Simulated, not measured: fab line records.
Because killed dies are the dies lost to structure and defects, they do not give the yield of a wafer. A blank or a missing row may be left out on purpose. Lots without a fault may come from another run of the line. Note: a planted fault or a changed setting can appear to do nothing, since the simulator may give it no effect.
What tool caused it? | flow n5 finfet | 9 lots, 26 wafers sampled, at 5 steps of a route of 1938

## WHAT EACH GAUGE READ, for each wafer
N5_BEOL_M4_RC_MEAS_101. Usual: DIBL_N 36.1 mV/V, standard deviation 2; DIBL_P 36.3 mV/V, standard deviation 2.4; IOFF_N 0.15 nA/um, standard deviation 0.035; IOFF_P 0.21 nA/um, standard deviation 0.039; ION_N 672 uA/um, standard deviation 15; ION_P 463 uA/um, standard deviation 9.7; SS_N 71.5 mV/dec, standard deviation 0.7; SS_P 73.2 mV/dec, standard deviation 0.75; VT_N 251 mV, standard deviation 3.6; VT_P -250 mV, standard deviation 3.8.
lot  | measured     | on        | DIBL_N (mV/V)  | DIBL_P (mV/V)  | IOFF_N (nA/um) | IOFF_P (nA/um) | ION_N (uA/um) | ION_P (uA/um) | SS_N (mV/dec)  | SS_P (mV/dec)  | VT_N (mV)   | VT_P (mV)      | flag
L884 | day 9 00:01  | prober-02 | 35.3 31.4 32.5 | 37.2 32.2 32.9 | 0.12 0.08 0.08 | 0.16 0.11 0.11 | 675 637 631   | 453 439 434   | 71.4 69.7 70.5 | 73.3 71.6 72.3 | 253 260 261 | -258 -262 -262 |
L886 | day 9 03:31  | prober-02 | 37.0 34.6 35.8 | 38.5 35.6 36.7 | 0.18 0.13 0.16 | 0.27 0.20 0.23 | 695 671 691   | 480 468 478   | 71.8 71.5 70.7 | 74.5 73.2 74.0 | 247 254 248 | -246 -248 -247 |
L890 | day 10 05:58 | prober-02 | 37.6 37.2 32.9 | 37.2 36.4 31.1 | 0.17 0.16 0.10 | 0.27 0.26 0.18 | 667 665 644   | 466 467 460   | 71.8 72.3 70.6 | 73.5 73.6 71.3 | 250 250 257 | -244 -245 -247 |
L891 | day 10 05:26 | prober-01 | 34.6 36.7 38.2 | 34.5 38.1 38.4 | 0.12 0.17 0.17 | 0.15 0.21 0.20 | 653 671 670   | 442 457 453   | 72.0 72.0 71.8 | 72.8 73.1 73.3 | 256 248 253 | -254 -253 -254 |
L893 | day 11 06:01 | prober-01 | 36.2 38.2 35.7 | 35.9 37.9 34.8 | 0.16 0.21 0.16 | 0.22 0.26 0.21 | 670 703 683   | 471 478 461   | 71.7 71.6 71.2 | 73.3 73.4 72.6 | 251 245 249 | -246 -245 -251 |
L897 | day 12 12:00 | prober-02 | 33.3 38.0 34.9 | 33.1 38.7 33.5 | 0.13 0.20 0.13 | 0.18 0.27 0.17 | 667 680 664   | 452 462 451   | 70.4 72.8 72.6 | 72.3 73.7 73.3 | 250 247 253 | -254 -248 -250 |
L899 | day 12 20:33 | prober-02 | 40.0 42.3      | 41.2 42.9      | 0.21 0.26      | 0.27 0.31      | 683 692       | 461 468       | 72.2 73.1      | 74.7 75.0      | 249 243     | -249 -245      |
L903 | day 13 23:06 | prober-01 | 36.3 39.6 36.0 | 35.1 39.1 34.1 | 0.13 0.19 0.12 | 0.21 0.27 0.19 | 647 680 656   | 451 464 458   | 71.1 72.3 71.3 | 72.2 73.1 72.6 | 254 246 256 | -247 -248 -253 |
L904 | day 13 18:54 | prober-02 | 37.6 35.1 38.3 | 36.7 33.4 38.3 | 0.17 0.13 0.19 | 0.24 0.19 0.27 | 673 661 701   | 467 461 481   | 71.1 70.7 71.2 | 74.5 72.1 73.5 | 249 252 247 | -247 -249 -243 |

## WHAT TOOL EACH LOT RAN ON (gives the tool, then ch and the chambers of the sampled wafers, and finally the start)
lot  | N5_BEOL_M2_ETCH_69                 | N5_BEOL_M2_ALD_98                | N5_BEOL_M2_ETCH_70                 | N5_BEOL_M2_STRIP_36
L884 | rie diel-05 ch 0,2,3, day 7 10:00  | ald sin-03 ch 0,1,2, day 7 10:26 | rie diel-05 ch 0,1,3, day 7 15:01  | rie diel-05 ch 0,1,3, day 7 15:11
L886 | rie diel-01 ch 0,1, day 7 16:29    | ald sin-01 ch 0,1, day 7 16:34   | rie diel-01 ch 0,1,2, day 7 21:26  | rie diel-01 ch 0,1,2, day 7 21:35
L890 | rie diel-01 ch 0,2,3, day 8 16:42  | ald sin-03 ch 1,2,3, day 8 17:10 | rie diel-01 ch 0,1, day 9 00:04    | rie diel-01 ch 0,1, day 9 00:14
L891 | rie diel-04 ch 0,1,3, day 9 00:47  | ald sin-03 ch 0,1,3, day 9 00:52 | rie diel-01 ch 0,1,2, day 9 01:12  | rie diel-01 ch 0,1,2, day 9 01:22
L893 | rie diel-04 ch 0,1,3, day 9 20:20  | ald sin-04 ch 0,1,2, day 9 20:25 | rie diel-05 ch 2,3, day 9 20:50    | rie diel-05 ch 2,3, day 9 21:00
L897 | rie diel-05 ch 0,1,3, day 11 00:31 | ald sin-01 ch 0,1, day 11 00:35  | rie diel-05 ch 0,1,2, day 11 00:50 | rie diel-05 ch 0,1,2, day 11 01:00
L899 | rie diel-04 ch 1,2, day 11 10:10   | ald sin-04 ch 1,2, day 11 10:15  | rie diel-04 ch 2, day 11 15:25     | rie diel-04 ch 2, day 11 15:35
L903 | rie diel-05 ch 0,1, day 12 02:35   | ald sin-03 ch 1,2, day 12 02:41  | rie diel-04 ch 0,2,3, day 12 11:25 | rie diel-04 ch 0,2,3, day 12 11:35
L904 | rie diel-04 ch 0,1,2, day 12 12:14 | ald sin-03 ch 1,2, day 12 12:19  | rie diel-01 ch 0,1, day 12 14:17   | rie diel-01 ch 0,1, day 12 14:26
- N5_BEOL_M2_ETCH_69: etches SiARC in CF4, target depth 15.6 nm, time 26 s.
- N5_BEOL_M2_ALD_98: deposits SiO2, target thk 2.5 nm, pulse time 1 s, co reactant pulse time 1 s.
- N5_BEOL_M2_ETCH_70: etches SOC in N2/H2, target depth 80 nm, overetch 24 nm, time 130 s.
- N5_BEOL_M2_STRIP_36: strips in N2/H2.

## WHAT THE TOOLS THEMSELVES READ (means of the sampled wafers that have a number; where no wafer has one, the mark that the record gives instead)
N5_BEOL_M2_ETCH_69. Usual: cf4 flow sccm 100.04 sccm, standard deviation 0.28; drypump motor current A 5.5 A, standard deviation 0.4; etch rf on time s 26.2 s, standard deviation 1; oes product au 0.70 a.u., standard deviation 0.077; rf fwd power W 532.5 W, standard deviation 2.6; rf vpp V 184.1 V, standard deviation 1.3; showerhead plenum p Torr 2.15 Torr, standard deviation 0.08; throttle valve pct 15.52 %, standard deviation 0.28.
lot  | tool        | cf4 flow sccm (sccm) | drypump motor current A (A) | etch rf on time s (s) | oes product au (a.u.) | rf fwd power W (W) | rf vpp V (V) | showerhead plenum p Torr (Torr) | throttle valve pct (%) | flag
L884 | rie diel-05 | 99.87                | 5.2                         | 24.9                  | 0.63                  | 530.7              | 183.8        | 2.08                            | 15.85                  |
L886 | rie diel-01 | 99.75                | 5.7                         | 26.8                  | 0.73                  | 535.1              | 183.5        | 2.11                            | 15.47                  |
L890 | rie diel-01 | 99.92                | 5.8                         | 26.5                  | 0.69                  | 534.6              | 184.0        | 2.16                            | 15.52                  |
L891 | rie diel-04 | 99.75                | 5.5                         | 26.1                  | 0.72                  | 532.0              | 183.9        | 2.13                            | 15.34                  |
L893 | rie diel-04 | 100.32               | 5.6                         | 26.2                  | 0.80                  | 530.0              | 185.3        | 2.21                            | 15.21                  |
L897 | rie diel-05 | 100.02               | 5.2                         | 26.2                  | 0.61                  | 531.4              | 184.1        | 2.10                            | 15.70                  |
L899 | rie diel-04 | 99.91                | 5.7                         | 27.0                  | 0.80                  | 534.8              | 184.8        | 2.24                            | 15.48                  |
L903 | rie diel-05 | 100.41               | 5.3                         | 27.2                  | 0.62                  | 529.4              | 183.2        | 2.06                            | 15.57                  |
L904 | rie diel-04 | 100.01               | 5.8                         | 26.8                  | 0.75                  | 534.9              | 185.3        | 2.21                            | 15.44                  |

N5_BEOL_M2_ALD_98. Usual: heater power w 81 W, standard deviation 8; precursor pulse height rel 0.999, standard deviation 0.021.
lot  | tool       | heater power w (W) | precursor pulse height rel | flag
L884 | ald sin-03 | 79                 | 1.006                      |
L886 | ald sin-01 | 94                 | 1.000                      |
L890 | ald sin-03 | 78                 | 0.992                      |
L891 | ald sin-03 | 76                 | 0.993                      |
L893 | ald sin-04 | 83                 | 0.984                      |
L897 | ald sin-01 | 85                 | 0.993                      |
L899 | ald sin-04 | 79                 | 0.998                      |
L903 | ald sin-03 | 79                 | 0.978                      |
L904 | ald sin-03 | 78                 | 1.002                      |

N5_BEOL_M2_ETCH_70. Usual: drypump motor current A 5.5 A, standard deviation 0.36; oes product au 0.58 a.u., standard deviation 0.065; rf fwd power W 836.0 W, standard deviation 2.6; rf vpp V 523.7 V, standard deviation 2.7; showerhead plenum p Torr 2.54 Torr, standard deviation 0.093; throttle valve pct 17.79 %, standard deviation 0.26.
lot  | tool        | drypump motor current A (A) | oes product au (a.u.) | rf fwd power W (W) | rf vpp V (V) | showerhead plenum p Torr (Torr) | throttle valve pct (%) | flag
L884 | rie diel-05 | 5.2                         | 0.54                  | 833.7              | 522.1        | 2.51                            | 17.77                  |
L886 | rie diel-01 | 5.5                         | 0.62                  | 834.5              | 523.4        | 2.52                            | 17.63                  |
L890 | rie diel-01 | 5.5                         | 0.59                  | 632.0              | 571.9        | 2.51                            | 17.76                  | OFF
L891 | rie diel-01 | 5.5                         | 0.61                  | 636.9              | 572.6        | 2.52                            | 17.65                  | OFF
L893 | rie diel-05 | 5.5                         | 0.55                  | 835.9              | 520.7        | 2.43                            | 18.15                  |
L897 | rie diel-05 | 5.4                         | 0.55                  | 836.7              | 520.1        | 2.41                            | 18.04                  |
L899 | rie diel-04 | 5.7                         | 0.69                  | 837.0              | 525.2        | 2.57                            | 17.67                  |
L903 | rie diel-04 | 5.6                         | 0.64                  | 835.0              | 524.8        | 2.59                            | 17.53                  |
L904 | rie diel-01 | 5.7                         | 0.60                  | 835.6              | 523.1        | 2.47                            | 17.69                  |

N5_BEOL_M2_STRIP_36. Usual: bias power w 7.001 W, standard deviation 0.02; drypump motor current A 5.5 A, standard deviation 0.37; oes product au 0.79 a.u., standard deviation 0.091; rf vpp V 59.2 V, standard deviation 1.5; showerhead plenum p Torr 2.53 Torr, standard deviation 0.093; throttle valve pct 23.6 %, standard deviation 0.3.
lot  | tool        | bias power w (W) | drypump motor current A (A) | oes product au (a.u.) | rf vpp V (V) | showerhead plenum p Torr (Torr) | throttle valve pct (%) | flag
L884 | rie diel-05 | 6.987            | 5.1                         | 0.74                  | 57.9         | 2.51                            | 23.5                   |
L886 | rie diel-01 | 7.004            | 5.5                         | 0.85                  | 59.0         | 2.52                            | 23.5                   |
L890 | rie diel-01 | 6.985            | 5.5                         | 0.81                  | 58.7         | 2.51                            | 23.6                   |
L891 | rie diel-01 | 7.010            | 5.5                         | 0.84                  | 59.7         | 2.52                            | 23.5                   |
L893 | rie diel-05 | 6.983            | 5.5                         | 0.74                  | 59.6         | 2.43                            | 24.0                   |
L897 | rie diel-05 | 6.986            | 5.4                         | 0.75                  | 58.5         | 2.41                            | 23.9                   |
L899 | rie diel-04 | 7.008            | 5.7                         | 0.92                  | 60.1         | 2.56                            | 23.6                   |
L903 | rie diel-04 | 7.011            | 5.6                         | 0.87                  | 58.6         | 2.58                            | 23.3                   |
L904 | rie diel-01 | 6.998            | 5.7                         | 0.83                  | 59.6         | 2.47                            | 23.6                   |

## THE ANSWER, worked out from the rows above alone
Rule: take the mean of a lot's wafers that have a number; if it is more than 3 standard deviations from the usual mean, the lot is off. Also off: a lot with no number at a reading for which 4 or more lots have one. Where the step has rows for the other lots, those lots are counted as sound. Order of review: gauges by route order, followed by the tools' own readings, for which a lot's mean as printed above is used. The first step at which some lot is off is used, and at that step the reading that is off furthest; a lot without a number counts as furthest.
Off at N5_BEOL_M2_ETCH_70 (rf fwd power W): L890, L891.
A tool fits if, at that step or a process step before it, it ran every lot that is off, and no sound lot after the first of them. No candidate that was tried fits.

## WHAT WAS PUT IN BY THE SIMULATOR
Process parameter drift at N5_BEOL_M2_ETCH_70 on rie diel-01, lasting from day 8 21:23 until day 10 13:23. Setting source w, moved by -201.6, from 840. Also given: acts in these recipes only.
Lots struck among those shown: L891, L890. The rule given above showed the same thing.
